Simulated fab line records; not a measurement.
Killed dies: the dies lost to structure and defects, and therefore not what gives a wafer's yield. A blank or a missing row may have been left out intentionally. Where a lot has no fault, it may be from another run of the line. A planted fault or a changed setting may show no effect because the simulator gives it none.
Split-lot experiment    flow n5Finfet    21 wafers read across 7 lots, on a route 1938 steps long

SPLIT DETAILS
At N5_BEOL_M0_SAQP_COAT_08 (resist thk 90 nm), the setting spinRpm was moved away from the recipe's 1500 rpm on 4 of the 21 wafers read, by -8.8% to -6.5%. This setting was run at the recipe's value on the other wafers.

FROM THE SPLIT TO THE READING: what the file shows between them, 2 steps
- N5_BEOL_M0_SAQP_EBR_10
- N5_BEOL_M0_SAQP_SOFTBAKE_09: time 60 s

THE READING
CAR-ArF_of_BEOL_M0_SAQP_COAT_08.thkNm (the simulator's own value, which no gauge read), in nm, at N5_BEOL_M0_SAQP_DESCUM_19 (chemistry O2, time 7.9 s). There is no usual value for it anywhere in the file. Across the 17 wafers here that went through the recipe, the average is 83.5 nm and the standard deviation 0.27 nm.

wafer   tool, chamber at the split  spinRpm as run, rpm  against the recipe  CAR-ArF_of_BEOL_M0_SAQP_COAT_08.thkNm, nm  against lot-mates on the recipe
L075.2  lithoTrack-01, 0            1500                 recipe              83.8                                       -
L075.3  lithoTrack-01, 0            1500                 recipe              83.4                                       -
L075.6  lithoTrack-01, 0            1500                 recipe              83.4                                       -
L081.2  lithoTrack-01, 0            1500                 recipe              83.6                                       -
L081.3  lithoTrack-01, 0            1500                 recipe              83.2                                       -
L081.6  lithoTrack-01, 0            1500                 recipe              83.8                                       -
L082.2  lithoTrack-03, 0            1500                 recipe              83.2                                       -
L082.5  lithoTrack-03, 0            1500                 recipe              83.2                                       -
L082.6  lithoTrack-03, 0            1500                 recipe              83.4                                       -
L083.2  lithoTrack-03, 0            1373                 -8.5%               87.8                                       +4.0
L083.3  lithoTrack-03, 0            1500                 recipe              83.8                                       -
L083.4  lithoTrack-03, 0            1373                 -8.5%               88                                         +4.2
L086.2  lithoTrack-02, 0            1500                 recipe              83.6                                       -
L086.6  lithoTrack-02, 0            1500                 recipe              83.6                                       -
L086.3  lithoTrack-02, 0            1500                 recipe              83.4                                       -
L089.1  lithoTrack-03, 0            1500                 recipe              83.8                                       -
L089.5  lithoTrack-03, 0            1368                 -8.8%               88.2                                       +4.3
L089.6  lithoTrack-03, 0            1500                 recipe              84                                         -
L093.1  lithoTrack-03, 0            1500                 recipe              83.4                                       -
L093.3  lithoTrack-03, 0            1500                 recipe              83                                         -
L093.4  lithoTrack-03, 0            1402                 -6.5%               86                                         +2.8

THE FIT
A straight line over all 21 wafers: CAR-ArF_of_BEOL_M0_SAQP_COAT_08.thkNm changes by -0.502 nm for each +1% of spinRpm; r = -0.98; the points scatter about the line by 0.32 nm.
The same after taking each lot's own level away (the mean of its wafers on the recipe; 21 wafers): -0.477 nm for each +1%; r = -0.99; scatter 0.18 nm.
According to that fit, moving spinRpm by its largest amount changes the reading by 4.2 nm.
Measured against the standard deviation above, the lots' own levels, which go from 83.20 to 83.90 nm, span 2.6 times it.
The two slopes agree, so the slope changes little with the lot-to-lot level.
Check: with one of the wafers moved furthest among these (-8.8%) left out of the fit, the line predicts +4.15 nm for it against its lot-mates. Against them it came out at +4.3 nm.

THE WHOLE CHAIN: every reading that the file lists as answering this split, in the file's order
step                       what it does              reading                                                                                 change (the file's fit)                r (the file's)
N5_BEOL_M0_SAQP_COAT_08    resist thk 90 nm          CAR-ArF_of_BEOL_M0_SAQP_COAT_08.thkNm (the simulator's own value, which no gauge read)  -0.485 nm for each +1% of the setting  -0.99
N5_BEOL_M0_SAQP_DESCUM_19  chemistry O2, time 7.9 s  CAR-ArF_of_BEOL_M0_SAQP_COAT_08.thkNm (the simulator's own value, which no gauge read)  -0.474 nm for each +1% of the setting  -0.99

FILE'S OWN FIT
CAR-ArF_of_BEOL_M0_SAQP_COAT_08.thkNm changes by -0.474 nm for each +1% of spinRpm, r = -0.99.
